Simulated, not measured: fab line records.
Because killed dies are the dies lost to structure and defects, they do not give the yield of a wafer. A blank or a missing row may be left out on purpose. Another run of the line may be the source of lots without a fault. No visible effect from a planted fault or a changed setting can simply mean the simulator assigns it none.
Which tool is to blame? / flow nand-harc / 12 lots with 36 wafers sampled at 6 steps, on a route of 1302 steps

WHAT THE GAUGES SHOWED, per wafer
NHARC_P_BONDPAD_THK_MEAS_20: measures by xrf.
lot=L075; measured=day 7 05:48; on=film-metro-01; thk-nm (nm)=160.6 161.1 161.0
lot=L077; measured=day 8 03:43; on=film-metro-02; thk-nm (nm)=163.9 161.4 163.4
lot=L079; measured=day 8 18:56; on=film-metro-02; thk-nm (nm)=161.5 162.6 161.6
lot=L081; measured=day 9 15:47; on=film-metro-02; thk-nm (nm)=160.3 159.8 158.7
lot=L083; measured=day 10 16:25; on=film-metro-01; thk-nm (nm)=159.8 161.8 163.4
lot=L085; measured=day 11 07:37; on=film-metro-02; thk-nm (nm)=161.0 158.2 160.8
lot=L087; measured=day 12 01:47; on=film-metro-02; thk-nm (nm)=157.2 160.4 159.1
lot=L089; measured=day 12 19:55; on=film-metro-01; thk-nm (nm)=156.9 159.4 159.7
lot=L091; measured=day 13 18:01; on=film-metro-02; thk-nm (nm)=157.9 160.0 158.8
lot=L093; measured=day 14 17:54; on=film-metro-01; thk-nm (nm)=161.3 165.5 161.9
lot=L095; measured=day 15 15:01; on=film-metro-02; thk-nm (nm)=160.2 159.9 160.7
lot=L097; measured=day 16 10:13; on=film-metro-02; thk-nm (nm)=161.3 159.6 159.0

WHAT TOOL EACH LOT RAN ON (gives the tool, then ch and the chambers of the sampled wafers, and finally the start)
lot=L075; NHARC_P_M2_ANNEAL_31=rtp-anneal-01 ch 0, day 7 00:37; NHARC_P_BONDPAD_DEGAS_25=pvd-sputter-02, day 7 04:22; NHARC_P_BONDPAD_PRE_CLEAN_26=pvd-sputter-02, day 7 05:32 or earlier; NHARC_P_BONDPAD_PVD_17=pvd-sputter-02, day 7 05:32 or earlier; NHARC_P_BONDPAD_CMP_19=cmp-03 ch 0,2,3, day 7 05:32
lot=L077; NHARC_P_M2_ANNEAL_31=rtp-anneal-01 ch 0, day 7 22:33; NHARC_P_BONDPAD_DEGAS_25=pvd-sputter-01, day 8 02:17; NHARC_P_BONDPAD_PRE_CLEAN_26=pvd-sputter-01, day 8 03:26 or earlier; NHARC_P_BONDPAD_PVD_17=pvd-sputter-01, day 8 03:26 or earlier; NHARC_P_BONDPAD_CMP_19=cmp-01 ch 0,2,3, day 8 03:26
lot=L079; NHARC_P_M2_ANNEAL_31=rtp-anneal-01 ch 0, day 8 13:40; NHARC_P_BONDPAD_DEGAS_25=pvd-sputter-03, day 8 17:14; NHARC_P_BONDPAD_PRE_CLEAN_26=pvd-sputter-03, day 8 18:37 or earlier; NHARC_P_BONDPAD_PVD_17=pvd-sputter-03, day 8 18:37 or earlier; NHARC_P_BONDPAD_CMP_19=cmp-03 ch 1,2, day 8 18:37
lot=L081; NHARC_P_M2_ANNEAL_31=rtp-anneal-01 ch 0, day 9 10:40; NHARC_P_BONDPAD_DEGAS_25=pvd-sputter-02, day 9 14:22; NHARC_P_BONDPAD_PRE_CLEAN_26=pvd-sputter-02, day 9 15:27 or earlier; NHARC_P_BONDPAD_PVD_17=pvd-sputter-02, day 9 15:27 or earlier; NHARC_P_BONDPAD_CMP_19=cmp-04 ch 0,3, day 9 15:27
lot=L083; NHARC_P_M2_ANNEAL_31=rtp-anneal-02 ch 0, day 10 11:05; NHARC_P_BONDPAD_DEGAS_25=pvd-sputter-03, day 10 15:01; NHARC_P_BONDPAD_PRE_CLEAN_26=pvd-sputter-03, day 10 16:06 or earlier; NHARC_P_BONDPAD_PVD_17=pvd-sputter-03, day 10 16:06 or earlier; NHARC_P_BONDPAD_CMP_19=cmp-01 ch 1,2, day 10 16:06
lot=L085; NHARC_P_M2_ANNEAL_31=rtp-anneal-01 ch 0, day 11 02:29; NHARC_P_BONDPAD_DEGAS_25=pvd-sputter-03, day 11 06:12; NHARC_P_BONDPAD_PRE_CLEAN_26=pvd-sputter-03, day 11 07:22 or earlier; NHARC_P_BONDPAD_PVD_17=pvd-sputter-03, day 11 07:22 or earlier; NHARC_P_BONDPAD_CMP_19=cmp-03 ch 0,1,3, day 11 07:22
lot=L087; NHARC_P_M2_ANNEAL_31=rtp-anneal-02 ch 0, day 11 20:46; NHARC_P_BONDPAD_DEGAS_25=pvd-sputter-01, day 12 00:20; NHARC_P_BONDPAD_PRE_CLEAN_26=pvd-sputter-01, day 12 01:29 or earlier; NHARC_P_BONDPAD_PVD_17=pvd-sputter-01, day 12 01:29 or earlier; NHARC_P_BONDPAD_CMP_19=cmp-04 ch 2,3, day 12 01:29
lot=L089; NHARC_P_M2_ANNEAL_31=rtp-anneal-02 ch 0, day 12 14:38; NHARC_P_BONDPAD_DEGAS_25=pvd-sputter-03, day 12 18:31; NHARC_P_BONDPAD_PRE_CLEAN_26=pvd-sputter-03, day 12 19:36 or earlier; NHARC_P_BONDPAD_PVD_17=pvd-sputter-03, day 12 19:36 or earlier; NHARC_P_BONDPAD_CMP_19=cmp-04 ch 2,3, day 12 19:36
lot=L091; NHARC_P_M2_ANNEAL_31=rtp-anneal-02 ch 0, day 13 12:59; NHARC_P_BONDPAD_DEGAS_25=pvd-sputter-01, day 13 16:37; NHARC_P_BONDPAD_PRE_CLEAN_26=pvd-sputter-01, day 13 17:45 or earlier; NHARC_P_BONDPAD_PVD_17=pvd-sputter-01, day 13 17:45 or earlier; NHARC_P_BONDPAD_CMP_19=cmp-03 ch 1,2,3, day 13 17:45
lot=L093; NHARC_P_M2_ANNEAL_31=rtp-anneal-01 ch 0, day 14 12:29; NHARC_P_BONDPAD_DEGAS_25=pvd-sputter-01, day 14 16:30; NHARC_P_BONDPAD_PRE_CLEAN_26=pvd-sputter-01, day 14 17:35 or earlier; NHARC_P_BONDPAD_PVD_17=pvd-sputter-01, day 14 17:35 or earlier; NHARC_P_BONDPAD_CMP_19=cmp-04 ch 1,2, day 14 17:35
lot=L095; NHARC_P_M2_ANNEAL_31=rtp-anneal-01 ch 0, day 15 09:55; NHARC_P_BONDPAD_DEGAS_25=pvd-sputter-02, day 15 13:38; NHARC_P_BONDPAD_PRE_CLEAN_26=pvd-sputter-02, day 15 14:44 or earlier; NHARC_P_BONDPAD_PVD_17=pvd-sputter-02, day 15 14:44 or earlier; NHARC_P_BONDPAD_CMP_19=cmp-04 ch 0,2,3, day 15 14:44
lot=L097; NHARC_P_M2_ANNEAL_31=rtp-anneal-01 ch 0, day 16 05:11; NHARC_P_BONDPAD_DEGAS_25=pvd-sputter-01, day 16 08:49; NHARC_P_BONDPAD_PRE_CLEAN_26=pvd-sputter-01, day 16 09:53 or earlier; NHARC_P_BONDPAD_PVD_17=pvd-sputter-01, day 16 09:53 or earlier; NHARC_P_BONDPAD_CMP_19=cmp-01 ch 1,2,3, day 16 09:53
- NHARC_P_M2_ANNEAL_31: time 90 s.
- NHARC_P_BONDPAD_DEGAS_25: time 60 s.
- NHARC_P_BONDPAD_PRE_CLEAN_26: time 30 s.
- NHARC_P_BONDPAD_PVD_17: deposits TaN, target thk 5 nm, time 8.06 s.
- NHARC_P_BONDPAD_CMP_19: polishes, t overpolish 30 s, cu recess touch 16 s, target thk 160.81 nm.

THE ANSWER, worked out from the rows above alone
Rule: the usual values come from the lots themselves. Put in order of their means at a reading, lots are off if they are a third of the lots or fewer, leave a main group of 4 or more, and stand apart from it by a gap of 3 or more times the standard deviation of the main group's means; of several such gaps the widest counts. The tables above print the reading to a certain number of digits; a main group whose means all agree to those digits is not used. A lot without any number at a reading at which 4 lots or more have one is off too. All remaining lots with rows at the step are treated as sound.
No lot is off on any of the readings shown, so nothing can be concluded from this.

WHAT HAD BEEN PUT IN BY THE SIMULATOR
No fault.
